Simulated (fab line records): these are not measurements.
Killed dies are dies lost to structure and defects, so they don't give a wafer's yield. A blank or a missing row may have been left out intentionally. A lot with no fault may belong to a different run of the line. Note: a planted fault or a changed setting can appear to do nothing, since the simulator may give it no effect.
A struck lot beside a sound one	flow n5-finfet	15 out of 1938 route steps
Sound: wafers L517.3, L517.5, L517.6. Struck: wafer L530.2 (left out: L530.1, L530.3 of the same lot, which were not struck); the cause appears at the end.
Each step with rows lists, per side, the tool, then ch with its chambers, then its first start. Under that, the readings that differ: sound wafers	struck wafers	difference of the means	sigmas: that difference in standard deviations of wafers without a fault.
alike: words and numbers the same on both sides, and readings whose means are apart by under 2 such deviations; not compared: readings that were withheld, readings missing a value for some wafer, numbers with overlapping values and no deviation given by the record, and bounds like >300 which may hide the same value.
A row with sigmas, a row that says differs or no value, or rows on one side alone: a step with any of these is where the two part. Non-overlapping numbers with no deviation appear without sigmas and do not part them. A reading missing from all wafers of one side parts the sides only when that side holds two or more wafers.

first, 6 steps without rows for these wafers: N5_BEOL_M5_COAT_22 (resist thk 30 nm); N5_BEOL_M5_EBR_24; N5_BEOL_M5_SOFTBAKE_23 (time 60 s); N5_BEOL_M5_EXPOSE_25 (exposes mask V4, defocus 10 nm); N5_BEOL_M5_PEB_26 (peb time 60 s); N5_BEOL_M5_DEVELOP_27 (develop time 30 s).
N5_BEOL_M5_CD_MEAS_28: target cd 30.6 nm, target cd y 20 nm.
  sound on cd-sem-02 ch 0, day 8 07:07; struck on cd-sem-03 ch 0, day 11 11:16
  alike: cd-nm
N5_BEOL_M5_OVL_MEAS_29:
  sound on overlay-01 ch 0, day 8 07:09; struck on overlay-02 ch 0, day 11 11:17
  alike: V4_OVL
N5_BEOL_M5_INSPECT_30: inspects for defects (brightfield).
  sound: defect-inspect-01 at day 8 07:12; struck: defect-inspect-02 at day 11 11:21
  alike: raw-defect-count
N5_BEOL_M5_DESCUM_33: chemistry O2, time 7 s.
  sound on rie-diel-03 ch 1,2,3, day 8 07:14; struck on rie-diel-02 ch 1, day 11 11:35
  alike: drypump-motor-current-A, oes-product-au, rf-vpp-V, showerhead-plenum-p-Torr, throttle-valve-pct
  not compared: rf-hours-counter-h
N5_BEOL_M5_ETCH_75: etches underlayer in N2/H2, target depth 6.5 nm, time 5.2 s.
  sound on rie-diel-03 ch 1,2,3, day 8 07:16; struck on rie-diel-02 ch 1, day 11 11:37
  alike: bias-w, drypump-motor-current-A, etch-rf-on-time-s, oes-product-au, rf-vpp-V, showerhead-plenum-p-Torr, throttle-valve-pct
  not compared: rf-hours-counter-h
N5_BEOL_M5_ETCH_67: etches SiARC in CF4, target depth 15.6 nm, time 26 s.
  sound on rie-diel-03 ch 1,2,3, day 8 07:17; struck on rie-diel-02 ch 1, day 11 11:38
  alike: bias-w, drypump-motor-current-A, etch-rf-on-time-s, oes-product-au, rf-vpp-V, showerhead-plenum-p-Torr, throttle-valve-pct
  not compared: rf-hours-counter-h
N5_BEOL_M5_ETCH_68: etches SOC in N2/H2, target depth 80 nm, overetch 16 nm, time 120 s.
  sound on rie-diel-03 ch 1,2,3, day 8 07:19; struck on rie-diel-02 ch 1, day 11 11:40
reading	sound	struck	difference	sigmas
model.SiARC_of_BEOL_M5_COAT_66.thk-nm (nm)	6.6 6.4 6.2	7.4	+1.0	
  alike: bias-w, drypump-motor-current-A, oes-product-au, rf-vpp-V, showerhead-plenum-p-Torr, throttle-valve-pct
  not compared: rf-hours-counter-h
then, 1 step without rows for these wafers: N5_BEOL_M5_STRIP_69 (strips in N2/H2).
N5_PASSIVATION_PROBE_49:
  sound wafers here have rows in the record (prober-02, day 12 08:25); struck ones have none

WHERE THEY PART
Only at N5_PASSIVATION_PROBE_49, within this record.

WHY: whatever the simulator had introduced
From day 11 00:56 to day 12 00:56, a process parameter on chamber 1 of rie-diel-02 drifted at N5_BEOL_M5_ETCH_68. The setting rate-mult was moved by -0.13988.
